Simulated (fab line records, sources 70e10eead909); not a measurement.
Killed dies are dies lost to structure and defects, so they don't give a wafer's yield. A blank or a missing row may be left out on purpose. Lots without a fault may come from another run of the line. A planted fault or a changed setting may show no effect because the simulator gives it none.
Chamber matching | flow nand_harc | NHARC_P_BONDPAD_ACTIVATE_29 on rie_diel-13: 4 sister chambers
The step chemistry N2, time 60 s. 4 wafers are shown with their chamber, then 7 later ones without.

WAFERS WITH THEIR CHAMBER
wafer  | chamber | drypump_motor_current_A (A)
L082.4 | 2       | 5.8
L087.5 | 0       | 5.2
L089.1 | 1       | 5.5
L089.2 | 3       | 5.7

WAFERS WITHOUT THEIR CHAMBER
wafer  | drypump_motor_current_A (A)
L089.3 | 5.1
L092.1 | 5.4
L092.3 | 5.8
L092.6 | 5.4
L093.3 | 5.1
L093.5 | 5.2
L093.6 | 5.4

WHICH CHAMBER EACH WENT THROUGH
wafer  | from the rows above     | in truth
L089.3 | 0                       | 0
L092.1 | can't be placed: 1 or 0 | 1
L092.3 | can't be placed: 2 or 3 | 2
L092.6 | can't be placed: 1 or 0 | 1
L093.3 | 0                       | 0
L093.5 | 0                       | 0
L093.6 | can't be placed: 1 or 0 | 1
Placed correctly: 3 of 7. Can't be placed from these rows: 4 (the true chamber is among the candidates in 4). Placed wrongly: 0.
How it was worked out, from the rows above alone: a wafer's distance from a chamber is the root of the sum, over the readings, of the square of ((its reading less the chamber's mean) divided by the reading's scatter). The wafer belongs to the nearest chamber; if the next one is less than 2 further off, it can't be placed. A chamber's mean is the mean of its shown wafers. The scatter: with one shown wafer a chamber, the root of the mean of the squares of how far each hidden wafer lies from its nearest shown one.
